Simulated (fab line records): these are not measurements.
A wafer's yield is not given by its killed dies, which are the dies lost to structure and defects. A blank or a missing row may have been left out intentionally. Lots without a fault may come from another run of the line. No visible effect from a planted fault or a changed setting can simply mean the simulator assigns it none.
A lot that was struck, set against a sound lot + flow n5-finfet + 40 out of 1938 route steps
Sound: these wafers, L285.2, L285.5. Struck: wafers L293.4, L293.6 (left out: L293.3, a lot-mate that was not struck); the cause follows at the end.
Per side, at each step with rows, come the tool, then ch with its chambers, and then its first start. Under that, the readings that differ: sound wafers + struck wafers + difference of the means + sigmas: that difference in standard deviations of wafers without a fault.
alike: same words and numbers on both sides, and readings whose means sit less than 2 such deviations apart. not compared: any withheld reading, any reading some wafer has no value for, any bound like >300 that may hide the same value, and any number with overlapping values for which the record gives no deviation.
The two part at a step that has a row with sigmas, a row that says differs or no value, or rows on one side only. Numbers that have no deviation but don't overlap get no sigmas and don't part them. A reading missing from all wafers of one side parts the sides only when that side holds two or more wafers.

first, 10 steps without rows for these wafers: N5_DUMMY_GATE_STRIP_38 (strips in N2/H2); N5_DUMMY_GATE_STRIP_39 (strips in N2/H2); N5_DUMMY_GATE_TRIM_49 (chemistry O2, time 29 s, target cd 14 nm); N5_DUMMY_GATE_STRIP_40 (strips in CF4); N5_DUMMY_GATE_ETCH_31 (etches SiO2 in C4F6/O2, target depth 82.5 nm, time 27.5 s); N5_DUMMY_GATE_STRIP_41 (strips in O2); N5_DUMMY_GATE_HM_OPEN_21 (chemistry CH3F/O2, target SiNx, target depth 120 nm, time 171.4 s); N5_DUMMY_GATE_ETCH_32 (etches SiO2 in CF4, target depth 3.5 nm, time 3.9 s); N5_DUMMY_GATE_ETCH_23 (etches poly-Si in HBr/Cl2/O2, target depth 41 nm, time 22.3 s); N5_DUMMY_GATE_ETCH_44 (etches poly-Si in HBr/O2, stops on SiO2, target depth 127.5 nm).
N5_DUMMY_GATE_ETCH_42: etches SiO2 in CHF3/O2, target depth 3.5 nm, time 31 s.
  sound on rie-diel-02 ch 1,3, day 2 23:59; struck on rie-diel-02 ch 2, day 5 02:32
| reading                     | sound       | struck      | difference | sigmas |
|-----------------------------|-------------|-------------|------------|--------|
| drypump-motor-current-A (A) | 5.0 5.7     | 6.3 6.4     | +1.0       | +2     |
| throttle-valve-pct (%)      | 18.60 18.58 | 19.10 19.09 | +0.50      | +3     |
  alike: oes-product-au, rf-vpp-V, showerhead-plenum-p-Torr
  not compared: rf-hours-counter-h
then, 6 steps without rows for these wafers: N5_DUMMY_GATE_STRIP_48 (strips in N2/H2, time 20 s); N5_DUMMY_GATE_PRECLEAN_33 (cleans in dHF, time 10 s); N5_DUMMY_GATE_PRECLEAN_25 (cleans in O3/DIW, time 45 s); N5_DUMMY_GATE_PRECLEAN_51 (cleans in SC2, time 45 s); N5_DUMMY_GATE_SRD_26 (time 30 s); N5_DUMMY_GATE_UV_OZONE_45 (time 120 s).
N5_DUMMY_GATE_INSPECT_27: inspects for defects (brightfield).
  sound on defect-inspect-02 at day 3 00:14; struck on defect-inspect-01 at day 5 02:46
| reading          | sound   | struck    | difference | sigmas |
|------------------|---------|-----------|------------|--------|
| raw-defect-count | 354 252 | 1651 1609 | +1327      | +16    |
then, 3 steps without rows for these wafers: N5_SPACER0_ALD_07 (deposits SiNx, target thk 2 nm); N5_SPACER0_ALD_00 (deposits SiOCN, target thk 3.5 nm, pulse time 3 s, purge time 2 s); N5_SPACER0_ALD_08 (deposits SiNx, target thk 2 nm).
N5_SPACER0_INSPECT_04: inspects for defects (darkfield).
  sound on defect-inspect-02 at day 3 00:50; struck on defect-inspect-02 at day 5 03:29
| reading          | sound   | struck    | difference | sigmas |
|------------------|---------|-----------|------------|--------|
| raw-defect-count | 155 107 | 1546 1526 | +1405      | +43    |
then, 8 steps without rows for these wafers: N5_SD_EPI_N_COAT_32 (time 60 s, resist thk 350 nm); N5_SD_EPI_N_COAT_33 (time 60 s, resist thk 35 nm); N5_SD_EPI_N_COAT_03 (resist thk 150 nm); N5_SD_EPI_N_EBR_05; N5_SD_EPI_N_SOFTBAKE_04 (time 60 s); N5_SD_EPI_N_EXPOSE_06 (exposes mask SD N BLK, target cd 120 nm); N5_SD_EPI_N_PEB_07 (peb time 60 s); N5_SD_EPI_N_DEVELOP_08 (develop time 30 s).
N5_SD_EPI_N_INSPECT_11: inspects for defects (macro).
  sound on defect-inspect-01 at day 3 01:17; struck on defect-inspect-02 at day 5 03:56
| reading          | sound | struck    | difference | sigmas |
|------------------|-------|-----------|------------|--------|
| raw-defect-count | 2 2   | >300 >300 | differs    |        |
then, 7 steps without rows for these wafers: N5_SD_EPI_N_DESCUM_14 (chemistry O2, time 7.9 s); N5_SD_EPI_N_ETCH_34 (etches SiARC in CF4, target depth 45.5 nm, time 75.8 s); N5_SD_EPI_N_ETCH_35 (etches SOC in N2/H2, overetch 108 nm, time 486 s); N5_SD_EPI_N_STRIP_36 (strips in N2/H2); N5_SD_EPI_N_ETCHBACK_44 (etches SiNx in CH3F/O2, stops on SiO2, target depth 14.5 nm); N5_SD_EPI_N_ETCH_45 (etches SiOCN in CH3F/O2, target depth 6 nm); N5_SD_EPI_N_ETCH_16 (etches SiO2 in CHF3/O2, target depth 5 nm).
N5_SD_EPI_N_INSPECT_26: inspects for defects (darkfield).
  sound on defect-inspect-01 at day 3 07:10; struck on defect-inspect-02 at day 5 07:57
| reading          | sound   | struck    | difference | sigmas |
|------------------|---------|-----------|------------|--------|
| raw-defect-count | 243 142 | 1619 1598 | +1416      | +31    |
-- record jumps: 8 days separate the struck wafers' starts on either side; left off in module SD_EPI_N, taken up again in module PASSIVATION, whose first shown step is the route's number 1936 --
N5_PASSIVATION_PROBE_49:
  rows exist in the record for the struck wafers here (prober-01, day 13 17:08), but not for the sound ones

WHERE THEY PART
Last at N5_PASSIVATION_PROBE_49 as far as this record goes, first at N5_DUMMY_GATE_ETCH_42.

WHY: the cause the simulator had injected
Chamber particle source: rie-diel-02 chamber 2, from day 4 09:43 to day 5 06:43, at N5_DUMMY_GATE_ETCH_42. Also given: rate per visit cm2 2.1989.
